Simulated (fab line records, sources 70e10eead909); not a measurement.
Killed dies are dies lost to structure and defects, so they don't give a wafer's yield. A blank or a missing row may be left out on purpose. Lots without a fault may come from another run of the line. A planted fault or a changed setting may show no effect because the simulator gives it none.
fab line records | flow nand_harc
record lots=6 wafers=16 last_day=24
route steps=1159 shown P_STI@76 END@1159
lots that met no fault: from a run of the same line without faults
start_h: hours from the record's first day to the start of the lot's first wafer shown | wait_h: hours since the lot's step before | " the same as in the row above | L1.1+2: a row that stands for several wafers | - no value, or no start given | * or withheld: withheld | < > ~ a bound
route shown NAME@n: a module of which the file shows steps, and the number in the route of the first | usual: mean/standard deviation of fault-free wafers | same: alike in all rows | chamber/n: place in a boat | sites: the reading at each site | _std_site: their standard deviation | _edge_site: outer sites' mean less inner sites' | radius_mm: how far each site lies from the wafer's centre | mask NAME#n: copy n | behind: the tool/chamber that last shaped the wafer | hold: why the lot was held/for how many hours/how that ended | device: the transistor (n, p or np) that didn't switch | end of line: the same wafers' tests at the end of the route | a step without rows: its recipe alone | killed: dies lost to structure and defects at the first sort, not the wafer's yield | map: a wafer's dies, x killed, . not, _ none there
set.NAME: the setting as run; set.NAME@STEP: as run at that earlier step | model.NAME: the simulator's own value behind a step, which no gauge read
lots at some steps of the route; a table a step, a row a wafer
services: from which hour (start_h, from the record's first day; less than 0 if before it) a tool's chamber was out of use, for how many hours, and why
## steps
# step NHARC_P_STI_COAT_41
# recipe temp_c=200 time_s=65
# step NHARC_P_STI_COAT_03
# recipe spin_rpm=2000 resist_thk_nm=600
# step NHARC_P_STI_SOFTBAKE_04
# recipe temp_c=125 time_s=70
# step NHARC_P_STI_EBR_05
# step NHARC_P_STI_EXPOSE_06
# recipe na=0.55 target_cd_nm=200 dose_mj=37.69 mask_id=P_STI
# step NHARC_P_STI_PEB_07
# recipe peb_temp_c=128 peb_time_s=80
# step NHARC_P_STI_DEVELOP_08
# recipe time_s=50 dev_temp_c=22
# step NHARC_P_STI_CD_MEAS_09
# recipe target_cd_nm=200 landing_energy_ev=500
# usual cd_nm=200.9/2
# columns lot.wafer tool chamber start_h wait_h cd_nm
L965.2 cd_sem-03 0 45.33 - 202.6
L965.4 " 0 " " 200.8
L965.6 " 0 " " 198.6
L977.2 cd_sem-02 0 122.52 - 200.5
L977.3 " 0 " " 201.5
L977.4 " 0 " " 199.5
L984.3 cd_sem-02 0 157.72 - 201.0
L983.2 cd_sem-01 0 157.88 - 197.3
L983.3 " 0 " " 199.2
L983.5 " 0 " " 199.8
L985.1 cd_sem-03 0 166.92 - 203.4
L985.2 " 0 " " 203.5
L985.4 " 0 " " 202.5
L986.3 cd_sem-03 0 174.40 - 201.7
L986.5 " 0 " " 201.4
L986.6 " 0 " " 204.4
# step NHARC_P_STI_OVL_MEAS_10
# usual overlay_x_nm=-2/5.8 overlay_y_nm=2/5.8
# columns lot.wafer tool chamber start_h wait_h overlay_x_nm overlay_y_nm
L965.2 overlay-02 - 45.41 - -4 -2
L965.4 " - " " -3 -2
L965.6 " - " " -3 -2
L977.2 overlay-01 - 122.61 - 2 -4
L977.3 " - " " 3 -4
L977.4 " - " " 3 -4
L984.3 overlay-02 - 157.80 - -4 -4
L983.2 overlay-01 - 157.96 - -5 -5
L983.3 " - " " -4 -5
L983.5 " - " " -5 -5
L985.1 overlay-01 - 167.01 - -11 -7
L985.2 " - " " -11 -7
L985.4 " - " " -11 -8
L986.3 overlay-01 - 174.48 - 1 7
L986.5 " - " " 1 7
L986.6 " - " " 1 7
# step NHARC_P_STI_INSPECT_11
# usual raw_defect_count=5.3/2.8
# columns lot.wafer tool chamber start_h wait_h raw_defect_count
L965.2 defect_inspect-01 - 45.45 0.0 3
L965.4 " - " " 1
L965.6 " - " " 1
L977.2 defect_inspect-01 - 122.64 0.0 7
L977.3 " - " " 8
L977.4 " - " " 6
L984.3 defect_inspect-01 - 157.84 0.0 8
L983.2 defect_inspect-02 - 158.00 0.0 3
L983.3 " - " " 8
L983.5 " - " " 4
L985.1 defect_inspect-02 - 167.04 0.0 4
L985.2 " - " " 1
L985.4 " - " " 6
L986.3 defect_inspect-01 - 174.54 0.1 6
L986.5 " - " " 5
L986.6 " - " " 3
# step NHARC_P_STI_HARDBAKE_13
# recipe temp_c=118 time_s=65
# step NHARC_P_STI_DESCUM_14
# recipe time_s=3 o2_flow_sccm=200 ar_flow_sccm=0 bias_power_w=0 chemistry=O2
# usual drypump_motor_current_A=5.8/0.35 mfc_ar_sccm=0.007/0.0094 oes_product_au=1.002/0.0087 rf_vpp_V=57.8/0.89 showerhead_plenum_p_Torr=1.92/0.089 throttle_valve_pct=11.312/0.0097
# columns lot.wafer tool chamber start_h wait_h drypump_motor_current_A mfc_ar_sccm oes_product_au rf_hours_counter_h rf_vpp_V showerhead_plenum_p_Torr throttle_valve_pct
L965.2 rie_diel-02 0 45.58 - 5.8 0.033 1.006 1.5 57.8 1.87 11.329
L965.4 " 1 " " 6.4 0 1.005 - 58.3 1.90 11.309
L965.6 " 0 " " 5.8 0.033 1.002 - 59.9 1.87 11.291
L977.3 rie_diel-13 0 122.78 - 5.6 0 1.002 0.3 56.5 1.83 11.316
L977.2 " 2 " " 5.8 0 1.009 0.3 58.8 2.05 11.317
L977.4 " 3 " " 6.1 0.016 1.016 0.3 57.5 1.85 11.315
L984.3 rie_diel-13 2 157.97 - 5.7 0 0.998 2.0 58.1 2.05 11.335
L983.3 rie_diel-13 3 158.14 - 6.1 0.016 0.998 2.0 55.7 1.85 11.305
L983.2 " 1 " " 6.5 0.019 0.990 2.0 58.4 1.92 11.319
L983.5 " 2 " " 5.7 0 0.998 - 58.6 2.05 11.321
L985.4 rie_diel-08 1 167.18 - 5.6 0 1.006 2.2 60.3 1.96 11.322
L985.1 " 2 " " 5.6 0.020 0.995 2.2 58.3 2.06 11.321
L985.2 " 3 " " 5.8 0.007 0.997 2.4 57.9 1.79 11.298
L986.3 rie_diel-02 2 174.67 - 5.1 0 0.997 0.3 58.6 2.04 11.310
L986.6 " 2 " " 5.1 0 0.995 - 58.4 2.04 11.308
L986.5 " 3 " " 5.9 0 0.995 - 58.4 1.93 11.321
# step NHARC_P_STI_ETCH_42
# recipe target_depth_a=800 overetch_a=240 time_s=61 ion_energy_ev=200 n2_flow_sccm=150 h2_flow_sccm=150 ar_flow_sccm=0 rf_w=400 bias_w=150 chemistry=N2/H2
# usual drypump_motor_current_A=5.8/0.36 h2_flow_sccm=149.9/0.46 mfc_ar_sccm=0.007/0.0095 oes_product_au=1.003/0.0081 rf_fwd_power_W=396.7/1.6 rf_vpp_V=430.8/2.8 showerhead_plenum_p_Torr=2.05/0.098 throttle_valve_pct=14.172/0.009
# columns lot.wafer tool chamber start_h wait_h drypump_motor_current_A h2_flow_sccm mfc_ar_sccm oes_product_au rf_fwd_power_W rf_hours_counter_h rf_vpp_V showerhead_plenum_p_Torr throttle_valve_pct
L965.2 rie_diel-02 0 45.72 0.1 5.8 150.4 0.033 1.007 396.5 1.5 428.9 1.99 14.166
L965.4 " 1 " " 6.4 148.7 0 0.995 394.7 - 431.0 2.03 14.161
L965.6 " 0 " " 5.8 149.1 0.033 1.003 395.9 - 430.3 1.99 14.174
L977.3 rie_diel-13 1 122.86 0.1 6.5 150.4 0.019 0.995 395.0 0.3 430.1 2.05 14.176
L977.2 " 2 " " 5.7 149.6 0 1.004 397.5 0.3 435.7 2.19 14.162
L977.4 " 0 " " 5.6 150.3 0 0.998 396.7 0.3 427.7 1.95 14.166
L984.3 rie_diel-13 2 158.09 0.1 5.8 150.1 0 0.833 398.5 2.0 435.3 2.19 14.156
L983.3 rie_diel-13 1 158.23 0.1 6.5 149.8 0.019 1.004 395.0 2.1 431.7 2.05 14.170
L983.2 " 2 " " 5.8 150.0 0 0.821 397.5 2.0 433.5 2.19 14.164
L983.5 " 2 " " 5.8 149.4 0 0.822 397.2 - 433.7 2.19 14.173
L985.2 rie_diel-08 3 167.26 0.1 5.8 149.7 0.007 1.002 396.8 2.4 427.9 1.91 14.184
L985.4 " 0 " " 5.5 149.5 0.003 0.989 396.9 2.4 428.2 1.96 14.168
L985.1 " 2 " " 5.6 149.8 0.020 0.994 397.5 2.2 434.2 2.19 14.176
L986.3 rie_diel-02 3 174.76 0.1 6.0 150.0 0 0.998 397.1 0.3 430.4 2.06 14.153
L986.5 " 3 " " 5.9 149.8 0 1.007 397.2 - 431.1 2.06 14.165
L986.6 " 0 " " 5.8 149.8 0.033 1.010 396.5 - 429.4 1.99 14.178
# step NHARC_P_STI_ETCH_31
# recipe target_depth_a=1089 time_s=54.5 cf4_flow_sccm=100 chf3_flow_sccm=30 ar_flow_sccm=0 rf_w=500 bias_w=200 chemistry=CF4/CHF3
# usual drypump_motor_current_A=5.8/0.36 mfc_ar_sccm=0.007/0.0093 oes_product_au=0.961/0.017 rf_fwd_power_W=495.4/1.9 rf_vpp_V=370.7/2.2 showerhead_plenum_p_Torr=1.58/0.068 throttle_valve_pct=16.803/0.0097
# columns lot.wafer tool chamber start_h wait_h drypump_motor_current_A mfc_ar_sccm oes_product_au rf_fwd_power_W rf_hours_counter_h rf_vpp_V showerhead_plenum_p_Torr throttle_valve_pct
L965.2 rie_diel-02 0 45.85 0.1 5.8 0.033 0.960 494.5 1.6 368.9 1.54 16.805
L965.4 " 1 " " 6.4 0 0.951 491.2 - 370.6 1.56 16.809
L965.6 " 0 " " 5.8 0.033 0.953 494.9 - 368.4 1.54 16.802
L977.2 rie_diel-13 2 - - 5.7 0 0.983 495.7 0.3 374.0 1.68 16.802
L977.3 " 3 " " 6.0 0.016 0.990 494.6 0.3 368.3 1.52 16.802
L977.4 " 0 " " 5.6 0 0.966 495.0 0.3 369.8 1.51 16.804
L984.3 rie_diel-13 1 - - 6.4 0.019 0.927 495.0 2.1 370.4 1.58 16.798
L983.2 rie_diel-13 1 - - 6.5 0.019 0.937 493.4 2.1 369.7 1.58 16.806
L983.3 " 0 " " 5.6 0 0.959 492.4 1.5 370.1 1.51 16.819
L983.5 " 2 " " 5.7 0 0.943 496.4 - 373.4 1.68 16.791
L985.1 rie_diel-08 3 - - 5.8 0.007 0.960 497.8 2.4 366.8 1.48 16.785
L985.2 " 1 " " 5.6 0 0.972 496.7 2.3 371.6 1.61 16.803
L985.4 " 2 " " 5.5 0.020 0.948 495.3 2.2 374.8 1.68 16.804
L986.3 rie_diel-02 2 - - 5.1 0 0.942 494.7 0.3 373.0 1.67 16.797
L986.5 " 2 " " 5.2 0 0.958 494.7 - 373.2 1.67 16.783
L986.6 " 3 " " 5.9 0 0.969 493.2 - 370.5 1.59 16.798
# step NHARC_END_SORT_01
# recipe temp_c=25
# usual killed_at_array=29/11 killed_at_other=0.7/1.1 killed_at_periphery=2.9/2.2 killed_dies=33/11 killed_open=3.1/1.8 killed_short=1.9/1.4
# same gross_dies=677
# columns lot.wafer tool chamber start_h wait_h killed_at_array killed_at_other killed_at_periphery killed_dies killed_open killed_short
L965.2 prober-01 0 449.31 2.8 24 1 5 30 0 2
L965.4 prober-01 0 450.90 3.4 32 1 6 39 4 3
L965.6 prober-01 0 452.49 4.0 31 0 2 33 0 1
L977.2 prober-02 0 518.15 2.8 18 0 4 22 6 2
L977.3 prober-02 0 518.94 3.0 17 1 3 21 7 2
L977.4 prober-02 0 519.72 3.3 13 1 7 21 7 6
L983.2 prober-01 0 563.81 2.8 44 0 59 103 0 5
L983.3 prober-01 0 564.60 3.1 55 0 7 62 2 2
L983.5 prober-01 0 566.20 3.7 52 0 82 134 4 3
L985.1 prober-01 0 570.79 2.5 26 0 4 30 6 2
L985.2 prober-01 0 571.61 2.8 36 1 1 38 3 2
L985.4 prober-01 0 573.24 3.5 31 0 1 32 2 3
L986.3 prober-02 0 570.88 3.1 28 5 4 37 2 2
L986.5 prober-02 0 572.50 3.7 39 3 3 45 2 1
L986.6 prober-02 0 573.32 4.1 36 3 2 41 6 5
# killed by level:class
L965.2 A_CHANNEL_HOLE_D1:chamber_film_flake=8 A_SLIT:chamber_film_flake=8 A_CONTACT:chamber_film_flake=4 A_WL_FILL:chamber_film_flake=3 P_CONTACT:geometric_particle:short=2 P_STI:chamber_film_flake=2 P_GATE:chamber_film_flake=1 A_BLC:chamber_film_flake=1
L965.4 A_CHANNEL_HOLE_D1:chamber_film_flake=12 A_SLIT:chamber_film_flake=11 P_GATE:chamber_film_flake=3 A_WL_FILL:geometric_particle:short=2 A_ZERO_WELL:chamber_film_flake=2 P_CONTACT:geometric_particle:open=1 A_SOURCE_PLATE:geometric_particle:short=1 A_ONON_D1:geometric_particle:open=1
L965.6 A_CHANNEL_HOLE_D1:chamber_film_flake=14 A_SLIT:chamber_film_flake=6 A_WL_FILL:chamber_film_flake=4 A_CONTACT:chamber_film_flake=2 A_BLC:chamber_film_flake=2 A_BLC:geometric_particle:short=1 P_GATE:chamber_film_flake=1 P_CONTACT:chamber_film_flake=1
L977.2 A_CHANNEL_HOLE_D1:chamber_film_flake=8 A_STAIRCASE:chamber_film_flake=4 A_CONTACT:geometric_particle:open=2 P_STI:geometric_particle:short=1 P_STI:geometric_particle:open=1 P_M0:geometric_particle:open=1 A_CHANNEL_FILL_D1:geometric_particle:short=1 A_CHANNEL_FILL_D1:geometric_particle:open=1
L977.3 A_CHANNEL_HOLE_D1:chamber_film_flake=8 P_CONTACT:geometric_particle:open=2 A_M0:geometric_particle:open=2 P_GATE:geometric_particle:short=1 A_CHANNEL_HOLE_D1:geometric_particle:open=1 A_CHANNEL_FILL_D1:geometric_particle:open=1 A_WL_FILL:geometric_particle:short=1 A_CONTACT:geometric_particle:open=1
L977.4 P_CONTACT:geometric_particle:open=2 A_CHANNEL_FILL_D1:geometric_particle:short=2 P_ZERO_WELL:chamber_film_flake=2 A_CHANNEL_HOLE_D1:chamber_film_flake=2 A_STAIRCASE:chamber_film_flake=2 P_GATE:geometric_particle:short=1 P_GATE:geometric_particle:open=1 P_M1:geometric_particle:open=1
L983.2 P_STI:area_etch=57 A_SLIT:chamber_film_flake=16 A_CHANNEL_HOLE_D1:chamber_film_flake=16 A_STAIRCASE:chamber_film_flake=7 P_M1:geometric_particle:short=1 A_SOURCE_PLATE:geometric_particle:short=1 A_CHANNEL_HOLE_D1:geometric_particle:short=1 A_WL_FILL:geometric_particle:short=1
L983.3 A_CHANNEL_HOLE_D1:chamber_film_flake=20 A_SLIT:chamber_film_flake=20 A_CONTACT:chamber_film_flake=6 A_STAIRCASE:chamber_film_flake=4 P_M0:chamber_film_flake=3 P_BONDPAD:chamber_film_flake=2 P_GATE:chamber_film_flake=1 P_M1:geometric_particle:open=1
L983.5 P_STI:area_etch=79 A_CHANNEL_HOLE_D1:chamber_film_flake=19 A_SLIT:chamber_film_flake=19 A_STAIRCASE:chamber_film_flake=3 A_CONTACT:chamber_film_flake=3 A_CONTACT:geometric_particle:open=2 P_GATE:chamber_film_flake=2 P_STI:geometric_particle:open=1
L985.1 A_SLIT:chamber_film_flake=15 A_STAIRCASE:chamber_film_flake=4 P_CONTACT:geometric_particle:open=2 A_M0:geometric_particle:open=2 P_CONTACT:geometric_particle:short=1 A_ONON_D1:geometric_particle:open=1 A_WL_FILL:geometric_particle:short=1 A_CONTACT:geometric_particle:open=1
L986.3 A_SLIT:chamber_film_flake=18 A_CHANNEL_HOLE_D1:chamber_film_flake=6 HYBRID_BOND:chamber_film_flake=4 A_WL_FILL:chamber_film_flake=2 P_STI:geometric_particle:short=1 P_GATE:geometric_particle:open=1 P_M0:geometric_particle:short=1 A_WL_FILL:geometric_particle:open=1
L985.2 A_SLIT:chamber_film_flake=19 A_CHANNEL_HOLE_D1:chamber_film_flake=5 A_STAIRCASE:chamber_film_flake=5 A_CONTACT:chamber_film_flake=3 P_GATE:geometric_particle:open=1 A_CHANNEL_FILL_D1:geometric_particle:short=1 A_WL_FILL:geometric_particle:short=1 A_CONTACT:geometric_particle:open=1
L986.5 A_SLIT:chamber_film_flake=17 A_CHANNEL_HOLE_D1:chamber_film_flake=9 A_WL_FILL:chamber_film_flake=5 A_STAIRCASE:chamber_film_flake=3 A_CONTACT:chamber_film_flake=2 HYBRID_BOND:chamber_film_flake=2 P_CONTACT:geometric_particle:open=1 A_CHANNEL_FILL_D1:geometric_particle:open=1
L985.4 A_SLIT:chamber_film_flake=17 A_CHANNEL_HOLE_D1:chamber_film_flake=3 A_STAIRCASE:chamber_film_flake=3 A_CONTACT:chamber_film_flake=3 A_WL_FILL:geometric_particle:short=2 A_CHANNEL_FILL_D1:geometric_particle:short=1 A_CHANNEL_FILL_D1:geometric_particle:open=1 A_CONTACT:geometric_particle:open=1
L986.6 A_SLIT:chamber_film_flake=16 A_CHANNEL_HOLE_D1:chamber_film_flake=8 HYBRID_BOND:chamber_film_flake=3 A_ONON_D1:geometric_particle:open=2 P_CONTACT:geometric_particle:open=1 P_M0:geometric_particle:open=1 A_SGD_CUT:geometric_particle:short=1 A_WL_FILL:geometric_particle:short=1
# map L983.5 (x killed, . not)
____________.____________
_________......._________
_______x.x.xxx...x_______
______.xx.xx.x..x..______
_____xxxx.x...x....._____
____x........xx....xx____
____x.........x....xx____
___.................x.___
___.x.........xx......___
__..................x..__
__.x..........x........__
_x..x.................x._
_x....................xx_
_x......................_
_xx....................x_
_x.x.............x...xx._
x..x...............x...x.
x....................x.xx
x...................x.x.x
xx.................x..xxx
x...........x........xxxx
_x.x....x..............x_
_xx.......x..........xxx_
_..x.............x....xx_
_....................xx._
_x...............x......_
__.x...xx............xx__
__......x..............__
___...x.............x.___
___xx..x......x.....xx___
____xxxxxx..x....x...____
____..xx.............____
_____.x.xxx..x....xx_____
______.x.xx........______
_______x..x......x_______
_________xxxx..x_________
____________x____________
# map L977.2 (x killed, . not)
____________.____________
_________......._________
_______..........._______
______.............______
_____............x.._____
____.................____
____.................____
___...................___
___......xx...........___
__...x.................__
__......x..............__
_......................._
_......................._
_......................._
_......................._
_......................._
........xx...............
.........................
.........................
.........................
.x.x..........x..........
_.............x........._
_................x......_
_..............xx......._
_..............x........_
_......x......x...x....._
__.............x.......__
__.....................__
___...................___
___...................___
____...........x.....____
____..x..............____
_____........x......_____
______.............______
_______..........._______
_________......._________
____________.____________
## services
# columns tool chamber start_h hours kind
rie_diel-13 0 29.00 - clean
rie_diel-13 1 29.00 - clean
rie_diel-13 2 29.00 - clean
rie_diel-13 3 29.00 - clean
rie_diel-02 2 39.33 6.9 repair
rie_diel-02 3 41.41 8.0 repair
rie_diel-13 0 53.55 - clean
rie_diel-13 1 53.55 - clean
rie_diel-13 2 53.55 - clean
rie_diel-13 3 53.55 - clean
rie_diel-13 - 57.43 0.4 repair
rie_diel-13 3 71.64 8.6 repair
rie_diel-13 0 78.05 - clean
rie_diel-13 1 78.05 - clean
rie_diel-13 0 79.33 7.3 repair
rie_diel-02 0 89.74 4.7 repair
rie_diel-13 - 99.00 9.0 pm
rie_diel-02 0 105.32 32.9 repair
rie_diel-02 3 121.25 9.8 repair
rie_diel-08 - 124.80 9.0 pm
rie_diel-02 3 142.40 8.7 repair
rie_diel-02 - 150.70 9.0 pm
rie_diel-13 0 153.78 4.4 repair
rie_diel-13 0 165.81 11.9 repair
## key
first_sign step=NHARC_P_STI_ETCH_42 reading=oes_product_au direction=down sigmas=22 usual=1.003 struck=0.825
effect step=NHARC_END_SORT_01 reading=killed_at_periphery direction=up sigmas=31 usual=2.9 struck=70.5
more_kills_born_at NHARC_P_STI_ETCH_42@rie_diel-13=136
met_at NHARC_P_STI_ETCH_42
struck_wafers L983.2,L983.5,L984.3
rows_end L984.3
tester_left_out L983
onset_between 122.86 158.09
fault kind=process_parameter_drift tool=rie_diel-13 chamber=2 onset_h=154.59 steps=NHARC_P_STI_ETCH_42 channel=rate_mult offset=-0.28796 shape=step
# tester_left_out: of these lots the tester's yield and bins aren't shown, on N5 and GAA mostly nor the transistor test; their killed dies are dies lost to structure and defects alone, not to doping, threshold or leakage, so they don't give the yield
# rows_end: these wafers met a further fault down the route, and their rows from its step on are left out
